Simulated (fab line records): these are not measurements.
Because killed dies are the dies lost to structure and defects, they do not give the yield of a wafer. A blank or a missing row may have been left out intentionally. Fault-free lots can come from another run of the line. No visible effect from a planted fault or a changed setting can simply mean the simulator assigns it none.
Which tool is to blame? | flow nand-harc | Sampling: 12 lots, 36 wafers, 5 of 1159 route steps

## WHAT THE GAUGES READ, wafer by wafer
NHARC_P_M0_CD_MEAS_09: target cd 90 nm.
lot  | measured     | on        | cd-nm (nm)
L162 | day 5 21:31  | cd-sem-02 | 90.1 90.2 89.9
L163 | day 6 07:13  | cd-sem-02 | 91.1 90.7 90.3
L164 | day 6 12:02  | cd-sem-03 | 90.5 89.8 90.1
L166 | day 6 13:53  | cd-sem-02 | 89.2 89.8 89.4
L165 | day 6 14:35  | cd-sem-03 | 89.7 89.7 89.3
L169 | day 7 15:34  | cd-sem-03 | 89.6 89.6 89.6
L171 | day 8 06:50  | cd-sem-03 | 106.8 107.3 106.8 106.8 106.9 107.2
L174 | day 9 00:14  | cd-sem-03 | 102.5 103.7 103.1 102.6 103.2 103.3
L177 | day 10 01:46 | cd-sem-01 | 88.6 88.9 89.0
L178 | day 10 02:10 | cd-sem-02 | 89.8 90.2 89.8
L182 | day 10 22:27 | cd-sem-01 | 89.7 88.8 89.0
L183 | day 11 00:56 | cd-sem-01 | 90.1 90.0 90.0

NHARC_P_M0_INSPECT_11.
lot  | measured     | on                | raw-defect-count
L162 | day 5 21:38  | defect-inspect-01 | 2 1 5
L163 | day 6 07:20  | defect-inspect-01 | 2 4 5
L164 | day 6 12:09  | defect-inspect-02 | 3 7 2
L166 | day 6 14:01  | defect-inspect-02 | 10 5 7
L165 | day 6 14:42  | defect-inspect-02 | 10 3 7
L169 | day 7 15:41  | defect-inspect-02 | 1 2 3
L171 | day 8 09:08  | defect-inspect-02 | 0 2 4
L174 | day 9 13:19  | defect-inspect-02 | 2 5 5
L177 | day 10 01:53 | defect-inspect-02 | 5 3 5
L178 | day 10 02:18 | defect-inspect-02 | 3 6 7
L182 | day 10 22:34 | defect-inspect-02 | 4 3 5
L183 | day 11 01:04 | defect-inspect-02 | 3 6 4

NHARC_P_M0_CD_MEAS_16.
lot  | measured     | on        | cd-nm (nm)
L162 | day 5 21:59  | cd-sem-03 | 90.6 90.8 90.9
L163 | day 6 07:43  | cd-sem-01 | 90.8 90.4 90.1
L164 | day 6 12:31  | cd-sem-02 | 90.6 90.0 89.3
L166 | day 6 14:23  | cd-sem-03 | 90.1 89.5 88.9
L165 | day 6 15:04  | cd-sem-03 | 89.6 90.1 89.5
L169 | day 7 16:02  | cd-sem-01 | 90.0 89.3 89.8
L171 | day 8 09:30  | cd-sem-03 | 107.1 106.7 106.7 107.0 106.6 106.6
L174 | day 9 14:13  | cd-sem-02 | 102.2 103.2 102.9 102.5 102.8 102.9
L177 | day 10 02:15 | cd-sem-02 | 88.7 89.4 88.7
L178 | day 10 02:40 | cd-sem-01 | 90.1 90.7 89.3
L182 | day 10 22:56 | cd-sem-01 | 88.7 89.4 88.5
L183 | day 11 01:28 | cd-sem-02 | 89.6 89.1 89.8

## WHICH TOOL RAN EACH LOT (tool, then ch and the chambers of the sampled wafers, then the start)
lot  | NHARC_P_CONTACT_ALD_22              | NHARC_P_M0_PEB_07
L162 | ald-metal-02 ch 1,2,3, day 5 15:57  | litho-track-04 ch 0, day 5 21:26
L163 | ald-metal-03 ch 1,3, day 5 23:45    | litho-track-01 ch 0, day 6 07:08
L164 | ald-metal-02 ch 0,1,2, day 6 06:23  | litho-track-06 ch 0, day 6 11:57
L166 | ald-metal-02 ch 0,2,3, day 6 11:46  | litho-track-06 ch 0, day 6 13:49
L165 | ald-metal-03 ch 0,1,2, day 6 12:26  | litho-track-01 ch 0, day 6 14:30
L169 | ald-metal-01 ch 0,1, day 7 12:42    | litho-track-01 ch 0, day 7 15:29
L171 | ald-metal-02 ch 1,2, day 8 04:41    | litho-track-01 ch 0, day 8 06:46
L174 | ald-metal-01 ch 0,1, day 8 21:55    | litho-track-01 ch 0, day 9 00:09
L177 | ald-metal-03 ch 0,2,3, day 9 22:49  | litho-track-06 ch 0, day 10 01:41
L178 | ald-metal-02 ch 0,3, day 9 23:34    | litho-track-06 ch 0, day 10 02:05
L182 | ald-metal-02 ch 0,1,2, day 10 16:25 | litho-track-04 ch 0, day 10 22:22
L183 | ald-metal-01 ch 1,2,3, day 10 22:49 | litho-track-04 ch 0, day 11 00:52
- NHARC_P_CONTACT_ALD_22: deposits TiN, target thk 3 nm, pulse time 1 s, ald cycles 150.
- NHARC_P_M0_PEB_07: peb time 65 s.

## AS READ BY THE TOOLS THEMSELVES (means over the sampled wafers that have a number; for cases with no such wafer, the mark the record gives instead)
NHARC_P_CONTACT_ALD_22.
lot  | tool         | heater-power-w (W) | precursor-pulse-height-rel
L162 | ald-metal-02 | 1124               | 1.016
L163 | ald-metal-03 | 1090               | 1.035
L164 | ald-metal-02 | 1030               | 1.000
L166 | ald-metal-02 | 1203               | 1.007
L165 | ald-metal-03 | 1122               | 1.003
L169 | ald-metal-01 | 993                | 1.017
L171 | ald-metal-02 | 1023               | 0.975
L174 | ald-metal-01 | 1082               | 1.001
L177 | ald-metal-03 | 1138               | 1.022
L178 | ald-metal-02 | 1243               | 1.020
L182 | ald-metal-02 | 1003               | 1.028
L183 | ald-metal-01 | 1082               | 0.995

NHARC_P_M0_PEB_07.
lot  | tool           | heater-power-total-W (W) | plate-temp-C (C)
L162 | litho-track-04 | 156.6                    | 100.05
L163 | litho-track-01 | 156.6                    | 100.08
L164 | litho-track-06 | 156.6                    | 100.16
L166 | litho-track-06 | 156.5                    | 100.05
L165 | litho-track-01 | 156.5                    | 100.14
L169 | litho-track-01 | 157.0                    | 100.02
L171 | litho-track-01 | 167.4                    | 104.94
L174 | litho-track-01 | 167.9                    | 105.02
L177 | litho-track-06 | 156.0                    | 99.89
L178 | litho-track-06 | 156.7                    | 99.96
L182 | litho-track-04 | 156.7                    | 99.92
L183 | litho-track-04 | 156.9                    | 100.03

## THE ANSWER, worked out from the rows above alone
Rule: the lots themselves supply what counts as usual. Put in order of their means at a reading, lots are off if they are a third of the lots or fewer, leave a main group of 4 or more, and stand apart from it by a gap of 3 or more times the standard deviation of the main group's means; of several such gaps the widest counts. The tables above print the reading to a certain number of digits; a main group whose means all agree to those digits is not used. Also off: a lot with no number at a reading for which 4 or more lots have one. Where the step has rows for the other lots, those lots are counted as sound. The gauges are gone through in route order, then the tools' own readings, and for those a lot's mean is taken as printed above. At the first step where some lot is off, the reading lying furthest off is the one used; lots without a number count as furthest.
Off: L171, L174, at NHARC_P_M0_CD_MEAS_09 (cd-nm). The main group: mean 89.8 nm, standard deviation 0.51.
If a tool, at a process step before that reading, ran all the lots that are off and no sound lot after the first of them, it fits. Not tried: the gauges at NHARC_P_M0_CD_MEAS_09; whatever is off there is also off at NHARC_P_M0_PEB_07, on other tools, and gauge error can't account for it. One fits: litho-track-01 at NHARC_P_M0_PEB_07. Its last sound lot is L169 (day 7 15:29), its first lot that is off L171 (day 8 06:46): a fault that began between those two fits.
The tool's own readings at NHARC_P_M0_PEB_07 bear it out: on the lots that are off they differ by more than 5 times the standard deviation of the sound lots' means. heater-power-total-W reads 167.7 W there against 156.6 W on the sound lots; plate-temp-C reads 104.98 C there against 100.03 C on the sound lots.

## WHAT THE SIMULATOR HAD PUT IN
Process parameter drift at NHARC_P_M0_PEB_07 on litho-track-01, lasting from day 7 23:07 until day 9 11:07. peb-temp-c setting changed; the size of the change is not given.
Shown lots that were struck: L171, L174. This agrees with what the rule above found.
